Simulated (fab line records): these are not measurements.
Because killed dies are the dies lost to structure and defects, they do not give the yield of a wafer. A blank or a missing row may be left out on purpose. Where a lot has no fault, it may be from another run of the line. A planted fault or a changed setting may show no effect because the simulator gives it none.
fab line records	flow n5-finfet
[record] lots = 24	wafers = 72	last-day = 18
route steps=1938 shown BEOL_M6@1252 BEOL_M7@1264
lots untouched by any fault: they come from a run of this same line in which no faults occurred
start-h: start of the lot's first displayed wafer, in hours after the record's first day	wait-h: time in hours since the lot's previous step	" as in the row above	L1.1+2: one row covering several wafers at once	- either no value or no given start	* or withheld: withheld	< > ~ a bound
route shown NAME@n: names a module that has steps shown in the file, with the first one's number in the route	usual: mean and standard deviation over wafers with no fault	same: alike in all rows	chamber/n: place in a boat	sites: per-site readings	_std_site: how widely they spread, as a standard deviation	_edge_site: mean of outer sites minus mean of inner sites	radius-mm: how far each site lies from the wafer's centre	mask NAME#n: copy n	behind: the last tool/chamber to shape the wafer	hold: the reason the lot was held/the length of the hold in hours/how it ended	device: names the non-switching transistor (n, p or np)	end of line: the route-end tests of the same wafers	a step with no rows: only its recipe	killed: the dies lost at the first sort to structure and to defects; this is not the yield of the wafer	map: the dies of a wafer, with x for killed, . for not killed, _ for no die there
set.NAME: the setting the step ran with; set.NAME@STEP: the setting that earlier step ran with	model.NAME: the simulator's own value behind a step, which no gauge read
a sample of lots followed through the steps of the route, with each step as a table and each wafer as a row
services: the hour from which a tool's chamber was out of use, counted from the record's first day as start-h (under 0 if before that day), plus the number of hours and why
[[steps]]
[step N5_BEOL_M6_SURFACE_TREAT_79]
[recipe] gas = Ar	time-s = *	ion-energy-ev = *	ion-current-ma-cm2 = 0.5	pressure-mtorr = *	ar-flow-sccm = 30
[usual] throttle-valve-pct = *
lot.wafer	tool	chamber	start-h	wait-h	throttle-valve-pct
L074.3	pvd-sputter-01	-	188.04	0.2	*
L074.4	"	-	"	"	*
L074.5	"	-	"	"	*
L075.1	pvd-sputter-02	-	206.03	0.2	*
L075.2	"	-	"	"	*
L075.5	"	-	"	"	*
L076.2	pvd-sputter-01	-	214.18	0.5	*
L076.3	"	-	"	"	*
L076.4	"	-	"	"	*
L077.1	pvd-sputter-01	-	221.20	0.4	*
L077.3	"	-	"	"	*
L077.4	"	-	"	"	*
L078.1	pvd-sputter-03	-	226.15	0.2	*
L078.2	"	-	"	"	*
L078.5	"	-	"	"	*
L079.2	pvd-sputter-02	-	234.29	0.2	*
L079.4	"	-	"	"	*
L079.6	"	-	"	"	*
L080.1	pvd-sputter-02	-	243.61	0.4	*
L080.2	"	-	"	"	*
L080.4	"	-	"	"	*
L081.1	pvd-sputter-01	-	247.91	0.4	*
L081.3	"	-	"	"	*
L081.6	"	-	"	"	*
L083.1	pvd-sputter-02	-	251.10	0.2	*
L083.3	"	-	"	"	*
L083.4	"	-	"	"	*
L082.1	pvd-sputter-01	-	254.52	0.4	*
L082.3	"	-	"	"	*
L082.5	"	-	"	"	*
L084.1	pvd-sputter-02	-	254.68	0.2	*
L084.3	"	-	"	"	*
L084.6	"	-	"	"	*
L085.3	pvd-sputter-01	-	266.13	0.5	*
L085.4	"	-	"	"	*
L085.5	"	-	"	"	*
L086.4	pvd-sputter-01	-	268.76	0.2	*
L086.5	"	-	"	"	*
L086.6	"	-	"	"	*
L088.2	pvd-sputter-02	-	287.55	0.2	*
L088.4	"	-	"	"	*
L088.5	"	-	"	"	*
L087.1	pvd-sputter-01	-	296.65	0.2	*
L087.2	"	-	"	"	*
L087.5	"	-	"	"	*
L089.1	pvd-sputter-02	-	296.75	0.2	*
L089.5	"	-	"	"	*
L089.6	"	-	"	"	*
L091.2	pvd-sputter-02	-	302.09	0.3	*
L091.3	"	-	"	"	*
L091.6	"	-	"	"	*
L090.1	pvd-sputter-03	-	303.81	0.2	*
L090.2	"	-	"	"	*
L090.5	"	-	"	"	*
L092.1	pvd-sputter-03	-	326.77	0.2	*
L092.3	"	-	"	"	*
L092.4	"	-	"	"	*
L095.2	pvd-sputter-01	-	331.25	0.2	*
L095.3	"	-	"	"	*
L095.5	"	-	"	"	*
L093.3	pvd-sputter-03	-	331.74	0.2	*
L093.5	"	-	"	"	*
L093.6	"	-	"	"	*
L094.1	pvd-sputter-02	-	332.58	0.7	*
L094.2	"	-	"	"	*
L094.6	"	-	"	"	*
L096.1	pvd-sputter-01	-	334.21	0.2	*
L096.2	"	-	"	"	*
L096.4	"	-	"	"	*
L097.1	pvd-sputter-01	-	358.60	0.2	*
L097.4	"	-	"	"	*
L097.6	"	-	"	"	*
[step N5_BEOL_M6_DEP_56]
[recipe] material = SiCN	target-thk-a = 100	temp-c = withheld	precursor = 3MS/NH3	pressure-torr = 3	rf-w = 202	time-s = 17.5
[usual] chamber-pressure-Torr = 3.001/0.0063	rf-fwd-power-W = 199.4/1	showerhead-plenum-p-Torr = 3.658/0.013	throttle-valve-pct = 9.0/0.31
lot.wafer	tool	chamber	start-h	wait-h	chamber-pressure-Torr	rf-fwd-power-W	showerhead-plenum-p-Torr	throttle-valve-pct
L074.3	pecvd-02	1	189.36	0.0	3.019	197.9	3.664	9.2
L074.4	"	2	"	"	2.995	199.4	3.637	9.1
L074.5	"	0	"	"	3.000	199.4	3.673	8.9
L075.1	pecvd-01	0	207.78	0.0	3.003	198.8	3.667	9.2
L075.2	"	1	"	"	2.989	199.9	3.653	9.4
L075.5	"	1	"	"	2.991	200.5	3.653	9.2
L076.2	pecvd-04	1	216.93	0.0	2.999	198.5	3.647	8.3
L076.3	"	0	"	"	3.006	199.7	3.641	9.2
L076.4	"	2	"	"	2.999	198.0	3.678	8.1
L077.1	pecvd-01	1	223.20	0.0	2.996	200.0	3.648	8.9
L077.3	"	0	"	"	3.009	200.7	3.652	9.1
L077.4	"	1	"	"	3.002	200.2	3.645	9.2
L078.1	pecvd-04	0	227.96	0.0	2.991	200.4	3.634	9.6
L078.2	"	2	"	"	3.006	198.5	3.673	8.2
L078.5	"	0	"	"	2.994	199.8	3.643	9.3
L079.2	pecvd-02	2	236.03	0.0	2.997	200.0	3.647	8.8
L079.4	"	0	"	"	3.002	199.7	3.670	8.8
L079.6	"	1	"	"	3.009	197.5	3.676	9.2
L080.1	pecvd-04	2	245.78	0.0	2.999	198.8	3.681	8.3
L080.2	"	1	"	"	3.009	200.7	3.649	8.8
L080.4	"	1	"	"	3.003	199.7	3.653	8.7
L081.1	pecvd-02	1	249.43	0.0	2.991	198.8	3.666	9.2
L081.3	"	2	"	"	2.999	200.5	3.643	9.0
L081.6	"	0	"	"	2.994	199.7	3.664	8.9
L083.1	pecvd-01	2	252.19	0.0	3.002	201.7	3.661	8.7
L083.3	"	1	"	"	3.001	199.2	3.644	9.2
L083.4	"	2	"	"	2.999	200.2	3.669	8.5
L082.1	pecvd-02	2	256.56	0.0	2.990	200.3	3.645	8.8
L082.3	"	1	"	"	3.000	197.9	3.680	9.3
L082.5	"	2	"	"	2.989	200.4	3.647	8.9
L084.1	pecvd-02	2	257.13	0.0	2.998	199.1	3.649	9.0
L084.3	"	0	"	"	2.995	200.2	3.664	9.1
L084.6	"	1	"	"	2.993	198.5	3.671	9.2
L085.3	pecvd-02	1	268.26	0.0	3.012	198.1	3.673	9.2
L085.4	"	0	"	"	2.997	199.8	3.678	9.1
L085.5	"	2	"	"	3.014	200.1	3.641	9.1
L086.4	pecvd-01	1	269.82	0.0	2.998	198.6	3.646	9.0
L086.5	"	0	"	"	3.002	199.3	3.660	9.1
L086.6	"	2	"	"	3.004	201.3	3.666	8.9
L088.2	pecvd-04	1	288.68	0.0	2.996	198.6	3.643	8.9
L088.4	"	0	"	"	2.995	199.5	3.633	9.2
L088.5	"	2	"	"	3.004	199.4	3.678	8.3
L087.1	pecvd-01	1	298.06	0.0	2.998	197.6	3.643	8.6
L087.2	"	2	"	"	2.999	200.4	3.654	8.7
L087.5	"	2	"	"	2.997	201.3	3.653	9.0
L089.1	pecvd-02	2	298.11	0.0	2.994	200.4	3.639	9.1
L089.5	"	0	"	"	3.015	198.6	3.661	9.0
L089.6	"	2	"	"	2.996	200.3	3.640	9.0
L091.2	pecvd-04	1	304.19	0.0	3.001	199.5	3.645	8.8
L091.3	"	2	"	"	3.007	198.1	3.675	8.1
L091.6	"	2	"	"	3.000	197.8	3.669	8.5
L090.1	pecvd-01	1	304.90	0.0	3.003	199.7	3.657	9.0
L090.2	"	0	"	"	2.994	200.1	3.647	9.1
L090.5	"	1	"	"	2.999	199.7	3.654	8.8
L092.1	pecvd-02	2	327.83	0.0	3.004	199.8	3.645	8.9
L092.3	"	1	"	"	3.007	199.2	3.675	9.1
L092.4	"	1	"	"	3.003	197.8	3.660	9.5
L095.2	pecvd-02	2	332.45	0.0	2.999	200.9	3.654	9.0
L095.3	"	1	"	"	3.004	197.8	3.679	9.1
L095.5	"	0	"	"	3.004	198.7	3.667	9.3
L093.3	pecvd-02	1	332.92	0.0	2.992	198.4	3.673	9.3
L093.5	"	2	"	"	3.010	200.4	3.647	9.1
L093.6	"	1	"	"	2.994	197.4	3.683	9.3
L094.1	pecvd-01	1	334.66	0.0	2.995	197.3	3.650	9.2
L094.2	"	2	"	"	3.006	200.7	3.658	9.1
L094.6	"	0	"	"	3.003	199.5	3.657	9.2
L096.1	pecvd-04	1	335.82	0.0	3.007	199.3	3.656	8.9
L096.2	"	0	"	"	3.001	201.4	3.644	9.5
L096.4	"	1	"	"	3.003	198.3	3.652	8.6
L097.1	pecvd-02	0	359.90	0.0	3.006	200.3	3.664	9.1
L097.4	"	2	"	"	2.999	199.4	3.645	9.0
L097.6	"	1	"	"	3.002	198.5	3.654	9.5
[step N5_BEOL_M7_CURE_74]
[recipe] temp-c = 385	time-s = 240	ambient = He/Ar	material = SiCOH_lowk
[usual] lamp-power-pct = 52.31/0.054	wafer_temp_C_max = 386.7/0.68
lot.wafer	tool	chamber	start-h	wait-h	lamp-power-pct	wafer_temp_C_max
L074.3	uv-cure-02	0	189.72	0.2	52.32	386.4
L074.4	"	0	"	"	52.32	386.2
L074.5	"	0	"	"	52.30	385.9
L075.1	uv-cure-03	2	208.01	0.1	52.30	386.7
L075.2	"	2	"	"	52.27	386.4
L075.5	"	2	"	"	52.22	387.1
L076.2	uv-cure-02	0	217.20	0.1	52.26	386.2
L076.3	"	0	"	"	52.29	386.3
L076.4	"	0	"	"	52.34	386.0
L077.1	uv-cure-03	2	223.40	0.0	52.30	386.5
L077.3	"	2	"	"	52.27	386.6
L077.4	"	2	"	"	52.30	386.6
L078.1	uv-cure-01	2	228.18	0.1	52.39	386.0
L078.2	"	2	"	"	52.39	385.9
L078.5	"	2	"	"	52.30	386.2
L079.2	uv-cure-03	0	236.31	0.1	52.36	386.9
L079.4	"	0	"	"	52.40	387.9
L079.6	"	0	"	"	52.32	387.0
L080.1	uv-cure-03	0	245.98	0.0	52.34	388.0
L080.2	"	0	"	"	52.40	387.6
L080.4	"	0	"	"	52.27	387.5
L081.1	uv-cure-02	2	249.62	0.0	52.23	386.3
L081.3	"	2	"	"	52.32	386.4
L081.6	"	2	"	"	52.33	386.0
L083.1	uv-cure-01	1	252.38	0.0	52.39	386.6
L083.3	"	1	"	"	52.30	386.6
L083.4	"	1	"	"	52.30	386.2
L082.1	uv-cure-02	2	256.77	0.1	52.30	386.0
L082.3	"	2	"	"	52.40	385.8
L082.5	"	2	"	"	52.33	385.7
L084.1	uv-cure-03	1	257.33	0.0	52.34	388.3
L084.3	"	1	"	"	52.33	388.0
L084.6	"	1	"	"	52.32	388.0
L085.3	uv-cure-02	0	268.78	0.4	52.28	386.1
L085.4	"	0	"	"	52.29	386.8
L085.5	"	0	"	"	52.31	386.4
L086.4	uv-cure-01	2	270.24	0.3	52.39	386.5
L086.5	"	2	"	"	52.22	386.7
L086.6	"	2	"	"	52.34	386.7
L088.2	uv-cure-01	2	288.96	0.1	52.30	386.2
L088.4	"	2	"	"	52.36	386.5
L088.5	"	2	"	"	52.34	386.3
L087.1	uv-cure-02	1	298.26	0.0	52.34	387.2
L087.2	"	1	"	"	52.37	387.0
L087.5	"	1	"	"	52.33	386.4
L089.1	uv-cure-03	0	298.30	0.0	52.38	387.3
L089.5	"	0	"	"	52.32	387.6
L089.6	"	0	"	"	52.38	388.0
L091.2	uv-cure-03	2	304.50	0.1	52.37	386.9
L091.3	"	2	"	"	52.37	386.9
L091.6	"	2	"	"	52.31	386.6
L090.1	uv-cure-01	2	305.27	0.2	52.31	386.6
L090.2	"	2	"	"	52.14	386.4
L090.5	"	2	"	"	52.36	386.9
L092.1	uv-cure-01	1	328.03	0.0	52.31	386.8
L092.3	"	1	"	"	52.40	386.8
L092.4	"	1	"	"	52.20	387.0
L095.2	uv-cure-03	1	332.72	0.1	52.21	387.6
L095.3	"	1	"	"	52.31	387.7
L095.5	"	1	"	"	52.37	388.3
L093.3	uv-cure-03	0	333.28	0.2	52.29	387.0
L093.5	"	0	"	"	52.35	388.1
L093.6	"	0	"	"	52.28	387.7
L094.1	uv-cure-01	1	334.86	0.0	52.19	387.4
L094.2	"	1	"	"	52.27	386.3
L094.6	"	1	"	"	52.33	386.9
L096.1	uv-cure-03	2	336.02	0.0	52.34	386.2
L096.2	"	2	"	"	52.31	386.0
L096.4	"	2	"	"	52.30	386.3
L097.1	uv-cure-01	0	360.10	0.0	52.27	386.8
L097.4	"	0	"	"	52.39	386.4
L097.6	"	0	"	"	52.33	386.4
[step N5_BEOL_M7_CD_MEAS_11]
[recipe] target-cd-nm = 38.5	landing-energy-ev = 500	detector = se-inlens	polarity = opening
[usual] cd-nm = 38.5/0.43
lot.wafer	tool	chamber	start-h	wait-h	cd-nm
L074.3	cd-sem-03	0	190.68	-	38.2
L074.4	"	0	"	"	37.8
L074.5	"	0	"	"	38.2
L075.1	cd-sem-01	0	212.83	-	38.2
L075.2	"	0	"	"	39.0
L075.5	"	0	"	"	38.3
L076.2	cd-sem-01	0	218.62	-	38.7
L076.3	"	0	"	"	38.7
L076.4	"	0	"	"	39.0
L077.1	cd-sem-01	0	225.74	-	38.4
L077.3	"	0	"	"	38.2
L077.4	"	0	"	"	38.1
L078.1	cd-sem-02	0	229.96	-	37.3
L078.2	"	0	"	"	38.5
L078.5	"	0	"	"	38.5
L079.2	cd-sem-03	0	239.26	-	39.0
L079.4	"	0	"	"	38.3
L079.6	"	0	"	"	38.6
L080.1	cd-sem-01	0	247.82	-	38.4
L080.2	"	0	"	"	39.0
L080.4	"	0	"	"	38.9
L081.1	cd-sem-02	0	251.22	-	38.4
L081.3	"	0	"	"	39.2
L081.6	"	0	"	"	38.2
L083.1	cd-sem-03	0	253.82	-	38.8
L083.3	"	0	"	"	38.5
L083.4	"	0	"	"	38.6
L082.1	cd-sem-03	0	260.52	-	39.2
L082.3	"	0	"	"	38.6
L082.5	"	0	"	"	38.2
L084.1	cd-sem-03	0	261.08	-	38.7
L084.3	"	0	"	"	38.7
L084.6	"	0	"	"	39.2
L085.3	cd-sem-01	0	271.23	-	38.1
L085.4	"	0	"	"	38.6
L085.5	"	0	"	"	38.0
L086.4	cd-sem-02	0	271.56	-	38.8
L086.5	"	0	"	"	38.3
L086.6	"	0	"	"	38.9
L088.2	cd-sem-01	0	293.00	-	38.8
L088.4	"	0	"	"	38.8
L088.5	"	0	"	"	38.5
L087.1	cd-sem-03	0	300.81	-	38.4
L087.2	"	0	"	"	37.6
L087.5	"	0	"	"	38.5
L089.1	cd-sem-02	0	300.98	-	38.3
L089.5	"	0	"	"	37.8
L089.6	"	0	"	"	38.5
L091.2	cd-sem-01	0	308.62	-	37.8
L091.3	"	0	"	"	38.2
L091.6	"	0	"	"	38.2
L090.1	cd-sem-02	0	309.44	-	37.9
L090.2	"	0	"	"	38.1
L090.5	"	0	"	"	38.1
L092.1	cd-sem-01	0	330.56	-	39.2
L092.3	"	0	"	"	39.5
L092.4	"	0	"	"	39.0
L095.2	cd-sem-03	0	334.36	-	38.7
L095.3	"	0	"	"	38.2
L095.5	"	0	"	"	38.8
L093.3	cd-sem-03	0	335.58	-	38.5
L093.5	"	0	"	"	38.8
L093.6	"	0	"	"	39.1
L094.1	cd-sem-02	0	335.84	-	38.3
L094.2	"	0	"	"	38.2
L094.6	"	0	"	"	38.6
L096.1	cd-sem-01	0	338.43	-	38.6
L096.2	"	0	"	"	38.9
L096.4	"	0	"	"	39.3
L097.1	cd-sem-03	0	363.02	-	38.9
L097.4	"	0	"	"	38.2
L097.6	"	0	"	"	38.5
[step N5_BEOL_M7_STRIP_67]
[recipe] chemistry = CF4	resist = SiARC	power-w = 300	bias-power-w = 75	pressure-mtorr = 50	cf4-flow-sccm = 150	rf-frequency-hz = 6e+07
[usual] cf4-flow-sccm = 150.0/0.43	drypump-motor-current-A = 5.4/0.34	oes-product-au = 0.80/0.077	power-w = 300.0/0.92	rf-vpp-V = 271.7/1.5	showerhead-plenum-p-Torr = 1.82/0.065	throttle-valve-pct = 13.49/0.26
lot.wafer	tool	chamber	start-h	wait-h	cf4-flow-sccm	drypump-motor-current-A	oes-product-au	power-w	rf-hours-counter-h	rf-vpp-V	showerhead-plenum-p-Torr	throttle-valve-pct
L074.3	rie-diel-02	2	191.01	0.0	150.2	6.0	0.75	301.7	165	269.2	1.72	13.53
L074.4	"	0	"	"	149.2	5.8	0.71	299.7	221	272.1	1.84	13.75
L074.5	"	3	"	"	150.3	5.9	0.72	300.0	-	273.1	1.84	13.73
L075.1	rie-diel-04	3	213.17	0.0	149.5	5.2	0.93	299.7	9	273.1	1.91	13.14
L075.2	"	1	"	"	150.1	5.2	0.85	300.4	67	269.6	1.74	13.56
L075.5	"	1	"	"	149.9	5.2	0.85	301.5	-	270.1	1.74	13.59
L076.2	rie-diel-02	3	219.18	0.0	149.4	5.9	0.71	300.0	227	272.5	1.84	13.75
L076.3	"	2	"	"	150.0	6.0	0.74	300.7	175	269.6	1.71	13.57
L076.4	"	0	"	"	149.9	5.8	0.71	299.0	230	271.7	1.83	13.76
L077.1	rie-diel-04	3	226.30	0.0	149.5	5.2	0.91	300.5	13	271.7	1.91	13.14
L077.3	"	1	"	"	150.1	5.2	0.84	300.2	72	268.0	1.74	13.59
L077.4	"	2	"	"	150.0	5.5	0.76	301.0	177	272.2	1.86	13.63
L078.1	rie-diel-04	1	230.29	0.0	149.6	5.2	0.85	299.8	73	268.5	1.74	13.61
L078.2	"	2	"	"	149.3	5.5	0.75	300.7	178	272.0	1.86	13.65
L078.5	"	2	"	"	149.6	5.4	0.76	300.8	-	272.7	1.86	13.63
L079.2	rie-diel-04	0	240.27	0.0	149.6	4.9	0.72	301.4	212	272.7	1.86	13.78
L079.4	"	1	"	"	150.5	5.2	0.85	299.7	76	271.1	1.74	13.60
L079.6	"	3	"	"	150.3	5.1	0.90	300.8	-	273.6	1.91	13.15
L080.1	rie-diel-01	2	248.36	0.0	149.7	5.4	0.83	300.6	62	270.8	1.75	13.17
L080.2	"	1	"	"	149.9	5.8	0.71	299.3	232	270.6	1.77	14.04
L080.4	"	3	"	"	150.2	5.3	0.92	300.0	14	269.3	1.76	13.19
L081.1	rie-diel-04	0	251.92	0.0	150.5	4.9	0.72	299.9	215	271.5	1.86	13.79
L081.3	"	2	"	"	150.6	5.4	0.75	301.3	184	273.6	1.86	13.65
L081.6	"	3	"	"	149.5	5.2	0.91	301.1	-	272.2	1.91	13.16
L083.1	rie-diel-04	2	254.14	0.0	150.2	5.5	0.75	297.9	185	272.3	1.86	13.67
L083.3	"	3	"	"	150.1	5.1	0.90	300.0	22	274.5	1.91	13.16
L083.4	"	0	"	"	150.3	4.9	0.72	300.2	216	271.6	1.86	13.79
L082.1	rie-diel-04	1	260.89	0.0	150.4	5.2	0.83	300.4	80	270.0	1.74	13.60
L082.3	"	0	"	"	150.0	4.9	0.71	302.2	217	272.5	1.86	13.79
L082.5	"	3	"	"	149.4	5.2	0.90	299.7	-	273.2	1.91	13.15
L084.1	rie-diel-04	1	261.41	0.0	149.6	5.2	0.83	300.7	80	270.2	1.74	13.60
L084.3	"	3	"	"	150.0	5.2	0.89	300.9	24	272.4	1.91	13.15
L084.6	"	1	"	"	149.3	5.2	0.83	300.3	-	270.0	1.74	13.61
L085.3	rie-diel-04	3	271.55	0.0	149.4	5.2	0.89	299.4	26	274.9	1.91	13.17
L085.4	"	2	"	"	149.3	5.5	0.75	299.3	189	273.0	1.86	13.66
L085.5	"	3	"	"	149.8	5.2	0.88	300.4	-	272.6	1.91	13.16
L086.4	rie-diel-04	2	271.88	0.0	150.4	5.5	0.75	299.2	190	272.3	1.86	13.68
L086.5	"	1	"	"	149.7	5.2	0.82	299.8	-	270.2	1.73	13.61
L086.6	"	0	"	"	149.6	5.0	0.73	298.5	-	272.1	1.86	13.78
L088.2	rie-diel-04	3	293.33	0.0	149.7	5.2	0.88	301.2	33	274.5	1.90	13.19
L088.4	"	2	"	"	149.1	5.5	0.74	300.4	197	272.4	1.86	13.69
L088.5	"	0	"	"	150.3	4.9	0.71	300.0	-	272.1	1.85	13.78
L087.1	rie-diel-02	1	301.14	0.0	151.0	5.7	0.88	298.5	50	273.6	1.89	13.33
L087.2	"	2	"	"	150.4	6.0	0.71	300.8	198	269.9	1.71	13.58
L087.5	"	2	"	"	150.9	6.0	0.72	301.6	-	269.7	1.71	13.58
L089.1	rie-diel-04	2	301.46	0.0	149.3	5.5	0.74	299.3	199	273.1	1.85	13.69
L089.5	"	2	"	"	150.2	5.5	0.74	301.1	-	270.7	1.85	13.69
L089.6	"	3	"	"	149.0	5.2	0.88	300.5	-	273.0	1.90	13.17
L091.2	rie-diel-01	3	308.95	0.0	150.1	5.3	0.88	298.5	34	271.6	1.75	13.24
L091.3	"	0	"	"	150.0	5.9	0.79	299.2	104	272.0	1.81	13.31
L091.6	"	1	"	"	150.1	5.8	0.70	299.0	-	270.0	1.77	14.06
L090.1	rie-diel-01	1	310.10	0.0	150.6	5.8	0.70	297.8	253	272.2	1.77	14.07
L090.2	"	2	"	"	150.1	5.4	0.81	299.6	79	269.7	1.75	13.21
L090.5	"	1	"	"	149.8	5.8	0.70	299.2	-	271.2	1.77	14.08
L092.1	rie-diel-01	0	330.89	0.0	150.7	5.9	0.80	300.0	111	272.6	1.81	13.32
L092.3	"	3	"	"	150.3	5.3	0.85	299.2	42	270.5	1.75	13.26
L092.4	"	3	"	"	150.1	5.3	0.87	300.6	-	268.5	1.75	13.25
L095.2	rie-diel-02	1	334.73	0.0	150.1	5.7	0.85	300.7	64	274.7	1.89	13.34
L095.3	"	0	"	"	149.4	5.8	0.93	299.1	8	271.4	1.83	13.24
L095.5	"	0	"	"	150.0	5.8	0.93	299.1	-	270.8	1.83	13.23
L093.3	rie-diel-04	3	335.90	0.0	149.6	5.1	0.86	300.4	45	272.4	1.90	13.21
L093.5	"	2	"	"	149.6	5.5	0.73	299.4	-	273.2	1.85	13.72
L093.6	"	3	"	"	149.8	5.2	0.86	300.3	-	273.6	1.90	13.21
L094.1	rie-diel-02	0	336.27	0.0	150.1	5.8	0.94	301.3	8	270.4	1.83	13.25
L094.2	"	2	"	"	149.9	6.0	0.71	299.6	213	269.5	1.70	13.66
L094.6	"	0	"	"	149.9	5.8	0.94	299.3	-	273.0	1.83	13.24
L096.1	rie-diel-01	3	338.75	0.0	149.8	5.3	0.86	298.9	45	271.2	1.75	13.28
L096.2	"	2	"	"	150.8	5.3	0.80	299.1	89	270.2	1.74	13.25
L096.4	"	3	"	"	149.6	5.3	0.86	299.5	-	270.8	1.75	13.28
L097.1	rie-diel-01	0	363.35	0.0	150.2	5.9	0.77	298.5	122	271.4	1.81	13.34
L097.4	"	2	"	"	150.0	5.4	0.79	300.3	96	269.9	1.74	13.24
L097.6	"	0	"	"	149.8	5.9	0.78	299.8	-	271.6	1.81	13.33
[step N5_BEOL_M7_CD_MEAS_28]
[recipe] target-cd-nm = 40	landing-energy-ev = 500	detector = se-inlens
[usual] cd-nm = 39.99/0.22
lot.wafer	tool	chamber	start-h	wait-h	cd-nm
L074.3	cd-sem-03	0	192.81	-	39.94
L074.4	"	0	"	"	39.79
L074.5	"	0	"	"	40.11
L075.1	cd-sem-01	0	216.00	-	40.09
L075.2	"	0	"	"	40.01
L075.5	"	0	"	"	39.85
L076.2	cd-sem-01	0	220.13	-	40.20
L076.3	"	0	"	"	40.10
L076.4	"	0	"	"	39.91
L077.1	cd-sem-02	0	228.34	-	40.06
L077.3	"	0	"	"	39.94
L077.4	"	0	"	"	39.96
L078.1	cd-sem-01	0	234.48	-	39.72
L078.2	"	0	"	"	40.00
L078.5	"	0	"	"	39.67
L079.2	cd-sem-02	0	241.55	-	39.81
L079.4	"	0	"	"	40.36
L079.6	"	0	"	"	40.19
L080.1	cd-sem-03	0	252.68	-	39.92
L080.2	"	0	"	"	39.77
L080.4	"	0	"	"	40.06
L081.1	cd-sem-02	0	252.91	-	40.21
L081.3	"	0	"	"	40.18
L081.6	"	0	"	"	40.24
L083.1	cd-sem-01	0	256.15	-	40.14
L083.3	"	0	"	"	39.98
L083.4	"	0	"	"	39.64
L082.1	cd-sem-03	0	262.03	-	39.98
L082.3	"	0	"	"	39.57
L082.5	"	0	"	"	40.33
L084.1	cd-sem-01	0	262.08	-	39.62
L084.3	"	0	"	"	39.54
L084.6	"	0	"	"	39.86
L085.3	cd-sem-01	0	272.68	-	39.98
L085.4	"	0	"	"	39.91
L085.5	"	0	"	"	40.14
L086.4	cd-sem-03	0	272.85	-	39.96
L086.5	"	0	"	"	39.44
L086.6	"	0	"	"	39.97
L088.2	cd-sem-01	0	294.86	-	40.23
L088.4	"	0	"	"	40.30
L088.5	"	0	"	"	39.90
L087.1	cd-sem-03	0	302.97	-	40.02
L087.2	"	0	"	"	40.00
L087.5	"	0	"	"	39.95
L089.1	cd-sem-03	0	303.14	-	40.13
L089.5	"	0	"	"	40.29
L089.6	"	0	"	"	39.98
L091.2	cd-sem-01	0	309.85	-	40.01
L091.3	"	0	"	"	39.92
L091.6	"	0	"	"	40.19
L090.1	cd-sem-02	0	311.62	-	39.94
L090.2	"	0	"	"	40.01
L090.5	"	0	"	"	40.23
L092.1	cd-sem-03	0	331.57	-	39.60
L092.3	"	0	"	"	40.07
L092.4	"	0	"	"	39.67
L095.2	cd-sem-02	0	337.27	-	39.87
L095.3	"	0	"	"	40.10
L095.5	"	0	"	"	40.34
L094.1	cd-sem-03	0	337.31	-	39.79
L094.2	"	0	"	"	39.57
L094.6	"	0	"	"	39.64
L093.3	cd-sem-02	0	337.75	-	40.33
L093.5	"	0	"	"	40.54
L093.6	"	0	"	"	40.35
L096.1	cd-sem-03	0	339.58	-	40.08
L096.2	"	0	"	"	40.37
L096.4	"	0	"	"	40.31
L097.1	cd-sem-03	0	366.59	-	39.80
L097.4	"	0	"	"	39.91
L097.6	"	0	"	"	40.00
[[services]]
tool	chamber	start-h	hours	kind
rie-diel-04	3	170.75	-	clean
rie-diel-04	3	170.75	-	consumable-replace:focus-ring
rie-diel-04	3	170.75	-	consumable-replace:showerhead
rie-diel-04	3	170.75	15.6	scheduled-down
rie-diel-04	3	170.75	15.6	vent-cycle
pecvd-02	2	182.34	5.5	scheduled-down
pecvd-02	0	184.49	4.6	repair
pecvd-01	2	196.33	16.5	scheduled-down
rie-diel-01	-	196.89	8.3	repair
uv-cure-03	-	197.38	7.5	repair
uv-cure-01	-	205.80	1.4	repair
uv-cure-03	-	223.88	1.0	pm
pvd-sputter-03	-	229.48	0.6	repair
uv-cure-01	-	232.42	2.1	pm
pecvd-01	2	235.29	6.0	repair
pecvd-01	2	255.35	1.9	repair
rie-diel-01	2	258.46	12.2	repair
uv-cure-03	-	259.79	2.1	pm
uv-cure-02	-	304.13	7.5	pm
uv-cure-03	-	306.34	6.0	pm
rie-diel-01	1	323.28	2.4	repair
pecvd-04	0	327.13	2.1	repair
pecvd-02	1	337.43	2.1	scheduled-down
pvd-sputter-01	-	343.75	1.0	repair
[[key]]
fault none
